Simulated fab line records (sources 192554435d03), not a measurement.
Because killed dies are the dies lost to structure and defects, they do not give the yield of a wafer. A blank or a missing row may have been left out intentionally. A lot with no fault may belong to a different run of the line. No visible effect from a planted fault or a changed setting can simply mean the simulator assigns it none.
fab line records	flow n5-finfet
[record] lots = 6	wafers = 18	last-day = 17
route steps=1938 shown DUMMY_REMOVAL@383 HKMG_FIN@385 BEOL_M4@1111 PASSIVATION@1936
lots that met no fault: from a run of the same line without faults
start-h: hours from the record's first day to the start of the lot's first wafer shown	wait-h: hours from the lot's prior step to this one	" repeats the value in the row above	L1.1+2: a row that stands for several wafers	- value missing, or start not given	* or withheld: withheld	< > ~ a bound
route shown NAME@n: names a module that has steps shown in the file, with the first one's number in the route	usual: mean/standard deviation of fault-free wafers	same: alike in all rows	chamber/n: place in a boat	sites: readings site by site	_std_site: the standard deviation of these	_edge_site: the outer-site mean with the inner-site mean subtracted	radius-mm: how far each site lies from the wafer's centre	mask NAME#n: copy n	behind: the last tool/chamber to shape the wafer	hold: cause of the lot's hold/its duration in hours/its outcome	device: the n, p or np transistor that did not switch	end of line: the same wafers' tests at the end of the route	a step with no rows: only its recipe	killed: not the wafer's yield, but the dies lost to structure and defects at the first sort	map: the dies of a wafer, with x for killed, . for not killed, _ for no die there
set.NAME: the run value of the setting; set.NAME@STEP: its run value at that earlier step	model.NAME: the simulator's own value behind a step, which no gauge read
a table for each step, a row for each wafer; lots at some steps of the route
services: from which hour (start-h, from the record's first day; less than 0 if before it) a tool's chamber was out of use, for how many hours, and why
[[steps]]
[step N5_DUMMY_REMOVAL_PRECLEAN_04]
[recipe] chemistry = DHF	time-s = 37	temp-c = 25	dilution = 500:1
[step N5_DUMMY_REMOVAL_SRD_05]
[recipe] dry = ipa-marangoni	do-ppb = 5	time-s = 30	temp-c = 23	rinse-liquid = diw
[step N5_HKMG_FIN_IL_REGROW_00]
[recipe] material = SiO2	target-thk-a = 7.5	chemistry = O3	temp-c = withheld	time-s = 30
[step N5_HKMG_FIN_HK_ALD_01]
[recipe] material = HfO2	target-thk-a = 16	temp-c = withheld	ald-precursor-family = HfCl4	ald-co-reactant = H2O	pulse-time-s = 3	purge-time-s = 3	co-reactant-purge-time-s = 2.5	co-reactant-pulse-time-s = 0.3	ald-cycles = 30
[usual] precursor-pulse-height-rel = 1.000/0.022
[same] co-reactant-purge-time-s = 2.5
lot.wafer	tool	chamber	start-h	wait-h	precursor-pulse-height-rel
L148.3	ald-hk-02	1	114.39	0.0	1.002
L148.4	"	2	"	"	1.006
L148.6	"	0	"	"	0.992
L152.2	ald-hk-02	3	137.71	0.1	0.990
L152.3	"	2	"	"	0.951
L152.6	"	2	"	"	0.994
L159.1	ald-hk-03	2	177.87	0.0	1.015
L159.2	"	3	"	"	0.978
L159.6	"	1	"	"	0.945
L160.1	ald-hk-03	2	182.49	0.0	0.971
L160.3	"	3	"	"	1.002
L160.6	"	3	"	"	0.998
L163.4	ald-hk-03	0	203.37	0.0	0.982
L163.5	"	0	"	"	0.982
L163.6	"	1	"	"	0.982
L164.3	ald-hk-03	2	209.82	0.0	1.001
L164.4	"	1	"	"	0.999
L164.5	"	0	"	"	0.999
[step N5_HKMG_FIN_HK_ANNEAL_02]
[recipe] temp-c = 700	time-s = 30	ambient = N2	idle-temp-c = 600	ramp-up-c-per-s = 150	ramp-down-c-per-s = 60	cool-to-c = 600
[usual] lamp-power-pct = 8.80/0.051	lamp_zone_1_pct = 8.798/0.011	lamp_zone_6_pct = 8.725/0.011	wafer_temp_C_max = 702.9/0.69
lot.wafer	tool	chamber	start-h	wait-h	lamp-power-pct	lamp_zone_1_pct	lamp_zone_6_pct	wafer_temp_C_max
L148.3	rtp-anneal-02	0	114.64	0.2	8.78	8.811	8.742	702.4
L148.4	"	0	"	"	8.79	8.794	8.727	702.3
L148.6	"	0	"	"	8.79	8.807	8.732	702.9
L152.2	rtp-anneal-01	0	138.16	0.3	8.75	8.795	8.717	702.8
L152.3	"	0	"	"	8.72	8.797	8.724	703.9
L152.6	"	0	"	"	8.87	8.809	8.717	702.4
L159.1	rtp-anneal-02	0	178.05	0.1	8.87	8.806	8.716	703.2
L159.2	"	0	"	"	8.78	8.778	8.721	703.2
L159.6	"	0	"	"	8.80	8.812	8.725	702.1
L160.1	rtp-anneal-01	0	182.67	0.1	8.73	8.802	8.732	702.5
L160.3	"	0	"	"	8.77	8.793	8.729	703.6
L160.6	"	0	"	"	8.83	8.804	8.723	703.6
L163.4	rtp-anneal-01	0	203.64	0.2	8.84	8.816	8.715	703.6
L163.5	"	0	"	"	8.79	8.792	8.727	702.3
L163.6	"	0	"	"	8.80	8.796	8.726	702.7
L164.3	rtp-anneal-01	0	210.16	0.3	8.75	8.801	8.726	702.7
L164.4	"	0	"	"	8.77	8.794	8.715	702.2
L164.5	"	0	"	"	8.87	8.791	8.736	702.8
[step N5_HKMG_FIN_ALD_74]
[recipe] material = La2O3	target-thk-a = 5	temp-c = 250	ald-precursor-family = La-Cp	ald-co-reactant = O3	pulse-time-s = 6	co-reactant-pulse-time-s = 1	purge-time-s = 3	co-reactant-purge-time-s = 3
[usual] heater-power-w = 360/40	precursor-pulse-height-rel = 1.002/0.02
[same] co-reactant-purge-time-s = 3
lot.wafer	tool	chamber	start-h	wait-h	heater-power-w	precursor-pulse-height-rel
L148.3	ald-hk-02	0	114.79	0.1	337	1.005
L148.4	"	1	"	"	385	1.008
L148.6	"	1	"	"	376	1.021
L152.2	ald-hk-01	0	138.35	0.2	422	1.043
L152.3	"	1	"	"	362	0.966
L152.6	"	3	"	"	329	1.001
L159.1	ald-hk-01	0	178.27	0.2	428	0.999
L159.2	"	2	"	"	425	1.003
L159.6	"	2	"	"	438	1.003
L160.1	ald-hk-01	0	182.89	0.2	416	0.987
L160.3	"	2	"	"	431	0.995
L160.6	"	2	"	"	426	1.021
L163.4	ald-hk-01	2	203.77	0.1	419	0.987
L163.5	"	3	"	"	322	0.996
L163.6	"	2	"	"	428	0.994
L164.3	ald-hk-01	0	210.32	0.1	419	1.045
L164.4	"	2	"	"	432	1.031
L164.5	"	2	"	"	417	1.000
[step N5_HKMG_FIN_ALD_75]
[recipe] material = Al2O3	target-thk-a = 10	temp-c = 150	ald-precursor-family = TMA	ald-co-reactant = H2O	pulse-time-s = withheld	co-reactant-pulse-time-s = 1
[usual] heater-power-w = 155/17	precursor-pulse-height-rel = 0.999/0.019
lot.wafer	tool	chamber	start-h	wait-h	heater-power-w	precursor-pulse-height-rel
L148.3	ald-hk-02	0	114.87	0.0	140	0.985
L148.4	"	1	"	"	163	1.002
L148.6	"	1	"	"	166	1.017
L152.2	ald-hk-01	0	138.43	0.0	187	0.980
L152.3	"	1	"	"	154	0.979
L152.6	"	3	"	"	140	1.007
L159.1	ald-hk-01	0	178.34	0.0	178	0.996
L159.2	"	2	"	"	187	0.983
L159.6	"	2	"	"	184	0.999
L160.1	ald-hk-01	0	182.96	0.0	185	0.949
L160.3	"	2	"	"	182	0.986
L160.6	"	2	"	"	185	0.971
L163.4	ald-hk-01	2	203.85	0.0	185	1.002
L163.5	"	3	"	"	139	1.002
L163.6	"	2	"	"	185	0.995
L164.3	ald-hk-01	0	210.40	0.0	184	1.044
L164.4	"	2	"	"	192	1.041
L164.5	"	2	"	"	187	0.993
[step N5_HKMG_FIN_COAT_41]
[recipe] resist = SOC	temp-c = 250	time-s = 60	spin-rpm = 1500	resist-thk-nm = 300
[step N5_HKMG_FIN_COAT_42]
[recipe] resist = SiARC	temp-c = 220	time-s = 60	spin-rpm = 1500	resist-thk-nm = 35
[step N5_HKMG_FIN_COAT_43]
[recipe] resist = CAR-ArF	spin-rpm = 1500	resist-thk-nm = 90
[step N5_HKMG_FIN_EBR_45]
[recipe] solvent = PGMEA	ebr-width-mm = 1.5
[step N5_HKMG_FIN_SOFTBAKE_44]
[recipe] temp-c = 110	time-s = 60	resist = CAR-ArF
[step N5_HKMG_FIN_EXPOSE_46]
[recipe] mask-id = NDIPOLE	na = 1.35	source-shape = conventional	sigma-outer = 0.8	polarization = unpolarized	dose-mj = 40
[usual] exposure-dose-mJ-cm2 = 40.17/0.25
lot.wafer	tool	chamber	start-h	wait-h	mask	exposure-dose-mJ-cm2
L148.3	arfi-scanner-01	0	115.22	-	NDIPOLE#0	40.46
L148.4	"	0	"	"	NDIPOLE#0	40.51
L148.6	"	0	"	"	NDIPOLE#0	40.51
L152.2	arfi-scanner-03	0	138.77	-	NDIPOLE#0	39.96
L152.3	"	0	"	"	NDIPOLE#0	39.94
L152.6	"	0	"	"	NDIPOLE#0	40.00
L159.1	arfi-scanner-01	0	178.69	-	NDIPOLE#0	46.23
L159.2	"	0	"	"	NDIPOLE#0	46.21
L159.6	"	0	"	"	NDIPOLE#0	46.18
L160.1	arfi-scanner-01	0	183.18	-	NDIPOLE#0	45.02
L160.3	"	0	"	"	NDIPOLE#0	45.02
L160.6	"	0	"	"	NDIPOLE#0	45.01
L163.4	arfi-scanner-02	0	204.21	-	NDIPOLE#0	39.91
L163.5	"	0	"	"	NDIPOLE#0	40.00
L163.6	"	0	"	"	NDIPOLE#0	39.97
L164.3	arfi-scanner-02	0	210.68	-	NDIPOLE#0	40.03
L164.4	"	0	"	"	NDIPOLE#0	39.99
L164.5	"	0	"	"	NDIPOLE#0	40.01
[step N5_HKMG_FIN_PEB_47]
[recipe] peb-temp-c = withheld	peb-time-s = 60	resist = CAR-ArF
[step N5_HKMG_FIN_DEVELOP_48]
[recipe] develop-time-s = 30	developer = TMAH	resist = CAR-ArF	rinse-liquid = diw	dry = air-spin	dev-temp-c = 23
[step N5_HKMG_FIN_CD_MEAS_49]
[recipe] target-cd-nm = 202	landing-energy-ev = 500	detector = se-inlens	polarity = opening
[usual] cd-nm = 202.6/0.72
lot.wafer	tool	chamber	start-h	wait-h	cd-nm
L148.3	cd-sem-02	0	115.34	-	201.7
L148.4	"	0	"	"	202.8
L148.6	"	0	"	"	202.9
L152.2	cd-sem-01	0	138.89	-	202.7
L152.3	"	0	"	"	203.2
L152.6	"	0	"	"	203.2
L159.1	cd-sem-02	0	178.81	-	209.8
L159.2	"	0	"	"	211.3
L159.6	"	0	"	"	212.4
L160.1	cd-sem-02	0	183.30	-	210.0
L160.3	"	0	"	"	209.0
L160.6	"	0	"	"	209.8
L163.4	cd-sem-03	0	204.32	-	203.2
L163.5	"	0	"	"	202.1
L163.6	"	0	"	"	202.6
L164.3	cd-sem-02	0	210.79	-	202.5
L164.4	"	0	"	"	203.4
L164.5	"	0	"	"	202.4
[step N5_HKMG_FIN_OVL_MEAS_50]
[recipe] points-per-wafer = 44
[usual] NDIPOLE_OVL = -0.5/0.76
lot.wafer	tool	chamber	start-h	wait-h	NDIPOLE_OVL[nm]
L148.3	overlay-01	0	115.37	0.0	-0.1
L148.4	"	0	"	"	-0.7
L148.6	"	0	"	"	-1.2
L152.2	overlay-02	0	138.92	0.0	-0.5
L152.3	"	0	"	"	-0.6
L152.6	"	0	"	"	-0.6
L159.1	overlay-02	0	178.84	0.0	-1.2
L159.2	"	0	"	"	-0.5
L159.6	"	0	"	"	-1.1
L160.1	overlay-02	0	183.33	0.0	-1.4
L160.3	"	0	"	"	-0.9
L160.6	"	0	"	"	-1.7
L163.4	overlay-02	0	204.34	0.0	-0.2
L163.5	"	0	"	"	-1.4
L163.6	"	0	"	"	-0.4
L164.3	overlay-01	0	210.82	0.0	-1.4
L164.4	"	0	"	"	-0.7
L164.5	"	0	"	"	-1.3
[step N5_BEOL_M4_RC_MEAS_101]
[usual] DIBL_N = 36.0/2.2	DIBL_P = 35.9/2.6	IOFF_N = 0.16/0.038	IOFF_P = 0.21/0.042	ION_N = 675/15	ION_P = 463/10	SS_N = 71.5/0.62	SS_P = 73.2/0.76	VT_N = 250/4.1	VT_P = -251/3.6
lot.wafer	tool	chamber	start-h	wait-h	DIBL_N[mV/V]	DIBL_P[mV/V]	IOFF_N[nA/um]	IOFF_P[nA/um]	ION_N[uA/um]	ION_P[uA/um]	SS_N[mV/dec]	SS_P[mV/dec]	VT_N[mV]	VT_P[mV]
L148.3	prober-01	0	214.59	0.3	37.3	36.8	0.17	0.23	674	467	72.5	73.3	248	-250
L148.4	"	0	"	"	34.7	34.1	0.12	0.18	678	471	71.6	73.0	252	-252
L148.6	"	0	"	"	33.4	33.1	0.12	0.17	682	472	70.7	71.9	252	-253
L152.2	prober-01	0	230.65	0.2	37.6	35.9	0.17	0.25	688	479	71.0	73.6	251	-247
L152.3	"	0	"	"	36.6	33.7	0.13	0.20	673	468	70.5	72.3	251	-250
L152.6	"	0	"	"	36.8	33.6	0.14	0.21	660	454	71.1	73.3	251	-249
L159.1	prober-02	0	263.94	0.0	40.0	38.5	0.21	0.25	702	479	71.8	74.4	244	-247
L159.2	"	0	"	"	38.6	37.2	0.17	0.24	674	459	71.6	74.8	248	-250
L159.6	"	0	"	"	43.0	40.1	0.27	0.29	700	469	73.5	74.7	243	-245
L160.1	prober-02	0	281.12	0.0	37.3	38.4	0.18	0.23	685	471	70.4	72.5	246	-247
L160.3	"	0	"	"	38.6	39.5	0.19	0.25	699	479	71.2	73.5	247	-246
L160.6	"	0	"	"	36.1	37.1	0.14	0.21	680	471	71.4	73.1	250	-251
L164.3	prober-02	0	306.66	0.3	34.1	34.9	0.15	0.21	684	474	71.1	73.1	247	-249
L164.4	"	0	"	"	32.8	30.7	0.12	0.16	666	459	71.3	71.2	251	-253
L164.5	"	0	"	"	36.8	37.0	0.20	0.25	690	472	71.9	73.3	244	-245
L163.4	prober-01	0	306.72	0.5	37.9	38.4	0.21	0.23	669	453	72.2	73.3	249	-252
L163.5	"	0	"	"	36.3	37.6	0.18	0.21	688	463	72.1	73.5	246	-251
L163.6	"	0	"	"	37.7	40.2	0.20	0.26	677	461	72.3	74.5	246	-250
[step N5_PASSIVATION_PROBE_49]
[usual] defect-limited-yield = 91.4/1.6	killed_at_M0_to_M3 = 35/10	killed_at_M4_up = 12/4.7	killed-at-contacts = 12/5.8	killed-at-front-end = 38/12	killed-at-other = 4/3.2	killed-dies = 102/18	killed-open = 68/14	killed-short = 32/8	sort_bin_5_function = 5.1/0.96	sort_bin_6_memory = 3.2/0.77	sort-n-pass = 1078/20	sort-yield-pct = 91.3/1.7
[same] gross-dies = 1180	killed-at-back-side = 0	sort_bin_4_leakage[%] = 0	sort_bin_8_speed[%] = 0
lot.wafer	tool	chamber	start-h	wait-h	defect-limited-yield[%]	killed_at_M0_to_M3	killed_at_M4_up	killed-at-contacts	killed-at-front-end	killed-at-other	killed-dies	killed-open	killed-short	sort_bin_5_function[%]	sort_bin_6_memory[%]	sort-n-pass	sort-yield-pct[%]
L148.3	prober-01	-	327.68	0.1	92.5	43	8	12	23	3	89	55	34	5.0	2.4	1091	92.5
L148.4	prober-01	-	327.73	0.2	92.0	38	12	6	33	5	94	66	27	4.7	3.2	1086	92.0
L148.6	prober-01	-	327.83	0.3	91.9	25	10	13	44	3	95	59	36	4.7	3.2	1085	91.9
L152.2	prober-01	-	337.42	0.1	90.1	49	8	12	46	2	117	90	27	6.1	3.5	1063	90.1
L152.3	prober-01	-	337.47	0.1	88.0	50	7	19	65	1	142	101	39	6.8	4.8	1038	88.0
L160.1	prober-02	-	391.05	0.6	91.8	31	10	6	44	6	97	61	35	4.8	2.9	1083	91.8
L160.3	prober-02	-	391.15	0.7	92.5	38	9	14	27	0	88	62	24	4.0	3.3	1092	92.5
L160.6	prober-02	-	391.30	0.9	90.2	37	15	9	47	8	116	78	35	6.0	3.6	1064	90.2
L164.3	prober-02	-	403.87	0.1	91.2	50	3	20	30	1	104	65	39	5.4	3.1	1076	91.2
L164.4	prober-02	-	403.92	0.2	90.8	34	9	11	53	1	108	71	37	5.6	3.4	1072	90.8
L164.5	prober-02	-	403.97	0.2	92.2	33	12	17	27	3	92	59	31	4.9	2.9	1088	92.2
// killed by level:class
L148.3 BEOL_M0_SAQP:geometric-particle:open=14 BEOL_M3:geometric-particle:open=10 MOL_CONTACT_COAG:geometric-particle:open=9 BEOL_M0_SAQP:geometric-particle:short=9 DUMMY_GATE:geometric-particle:open=6 STARTING-WAFER:geometric-particle:short=6 BEOL_M1:geometric-particle:short=4 MOL_CONTACT_COAG:geometric-particle:short=3
L148.4 BEOL_M3:geometric-particle:open=13 STI_FIN_REVEAL:geometric-particle:open=8 BEOL_M0_SAQP:geometric-particle:short=7 BEOL_M0_SAQP:geometric-particle:open=7 BEOL_M1:geometric-particle:open=7 DUMMY_GATE:geometric-particle:open=5 GATE_CUT:geometric-particle:short=5 MOL_CONTACT_COAG:geometric-particle:open=5
L148.6 MOL_CONTACT_COAG:geometric-particle:open=10 GATE_CUT:geometric-particle:open=8 FIN_SAQP:geometric-particle:short=6 BEOL_M2:geometric-particle:open=6 GATE_CUT:geometric-particle:short=5 BEOL_M4:geometric-particle:open=5 STI_FIN_REVEAL:geometric-particle:open=4 DUMMY_GATE:geometric-particle:open=4
L152.2 BEOL_M2:geometric-particle:open=17 FIN_SAQP:geometric-particle:open=14 STI_FIN_REVEAL:geometric-particle:open=13 MOL_CONTACT_COAG:geometric-particle:open=11 BEOL_M1:geometric-particle:open=9 BEOL_M3:geometric-particle:open=7 FIN_SAQP:geometric-particle:short=6 BEOL_M0:geometric-particle:open=4
L152.3 STI_FIN_REVEAL:geometric-particle:open=20 MOL_CONTACT_COAG:geometric-particle:open=15 FIN_SAQP:geometric-particle:open=14 BEOL_M1:geometric-particle:open=12 BEOL_M0_SAQP:geometric-particle:open=11 FIN_SAQP:geometric-particle:short=8 BEOL_M1:geometric-particle:short=6 BEOL_M2:geometric-particle:open=6
L160.1 FIN_SAQP:geometric-particle:open=10 FIN_SAQP:geometric-particle:short=10 BEOL_M3:geometric-particle:open=8 DUMMY_GATE:geometric-particle:open=7 BEOL_M0_SAQP:geometric-particle:short=7 BEOL_M0_SAQP:geometric-particle:open=6 MOL_CONTACT_COAG:geometric-particle:open=5 STI_FIN_REVEAL:geometric-particle:open=4
L160.3 MOL_CONTACT_COAG:geometric-particle:open=12 BEOL_M2:geometric-particle:open=9 BEOL_M3:geometric-particle:open=8 DUMMY_GATE:geometric-particle:open=6 FIN_SAQP:geometric-particle:short=5 BEOL_M0_SAQP:geometric-particle:open=5 STI_FIN_REVEAL:geometric-particle:open=4 BEOL_M0_SAQP:geometric-particle:short=4
L160.6 BEOL_M0_SAQP:geometric-particle:short=13 DUMMY_GATE:geometric-particle:open=9 MOL_CONTACT_COAG:geometric-particle:open=9 FIN_SAQP:geometric-particle:short=7 STI_FIN_REVEAL:geometric-particle:open=7 BEOL_M0_SAQP:geometric-particle:open=7 FIN_SAQP:geometric-particle:open=6 BEOL_M1:geometric-particle:open=6
L164.3 BEOL_M0_SAQP:geometric-particle:short=19 MOL_CONTACT_COAG:geometric-particle:open=15 BEOL_M0_SAQP:geometric-particle:open=14 BEOL_M1:geometric-particle:open=11 FIN_SAQP:geometric-particle:short=7 STI_FIN_REVEAL:geometric-particle:open=7 MOL_CONTACT_COAG:geometric-particle:short=5 FIN_SAQP:geometric-particle:open=3
L164.4 FIN_SAQP:geometric-particle:open=15 BEOL_M0_SAQP:geometric-particle:open=10 FIN_SAQP:geometric-particle:short=8 MOL_CONTACT_COAG:geometric-particle:open=8 BEOL_M0_SAQP:geometric-particle:short=8 STI_FIN_REVEAL:geometric-particle:open=6 BEOL_M3:geometric-particle:open=6 STARTING-WAFER:geometric-particle:short=6
L164.5 MOL_CONTACT_COAG:geometric-particle:open=14 BEOL_M0_SAQP:geometric-particle:open=13 BEOL_M0_SAQP:geometric-particle:short=9 FIN_SAQP:geometric-particle:open=8 FIN_SAQP:geometric-particle:short=7 DUMMY_GATE:geometric-particle:open=4 BEOL_M3:geometric-particle:open=4 MOL_CONTACT_COAG:geometric-particle:short=3
[[services]]
tool	chamber	start-h	hours	kind
arfi-scanner-01	-	98.10	0.8	pm
ald-hk-01	-	105.29	14.6	pm
arfi-scanner-03	-	106.49	1.0	repair
arfi-scanner-02	-	107.52	1.0	pm
ald-hk-03	-	111.05	8.7	pm
arfi-scanner-02	-	115.28	0.8	pm
arfi-scanner-02	-	120.28	3.9	pm
arfi-scanner-01	-	124.77	2.1	repair
arfi-scanner-02	-	125.08	4.9	pm
arfi-scanner-02	-	131.14	1.3	pm
arfi-scanner-01	-	132.43	4.9	pm
arfi-scanner-02	-	138.16	3.0	repair
arfi-scanner-02	0	147.11	-	calibration
arfi-scanner-02	-	149.98	1.6	repair
arfi-scanner-03	-	157.57	1.0	pm
ald-hk-02	-	160.80	0.7	repair
arfi-scanner-01	-	162.29	1.0	pm
arfi-scanner-03	-	165.69	0.8	pm
arfi-scanner-01	-	165.74	0.4	repair
arfi-scanner-03	-	171.87	59.3	repair
arfi-scanner-01	-	171.93	1.3	pm
ald-hk-03	-	201.60	1.5	repair
[[key]]
[first-sign] step = N5_HKMG_FIN_EXPOSE_46	reading = exposure-dose-mJ-cm2	direction = up	sigmas = 22	usual = 40.17	struck = 45.61
[effect] step = N5_HKMG_FIN_CD_MEAS_49	reading = cd-nm	direction = up	sigmas = 11	usual = 202.6	struck = 210.4	through = control-loop
met-at N5_HKMG_FIN_EXPOSE_46
struck-wafers L159.1,L159.2,L159.6,L160.1,L160.3,L160.6
rows-end L159.1,L159.2,L159.6
[loop-trim] step = N5_HKMG_FIN_EXPOSE_46	setting = dose	lots = L160
onset-between 115.22 178.69
[fault] kind = process-parameter-drift	tool = arfi-scanner-01	chamber = -	onset-h = 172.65	steps = N5_HKMG_FIN_EXPOSE_46	channel = dose-mj	offset = 5.7008	shape = step	acts-in = these-recipes-only	stated = 40
// rows-end: these wafers met a further fault down the route, and their rows from its step on are left out
// loop-trim: a control loop set the setting to another value than it would have without faults
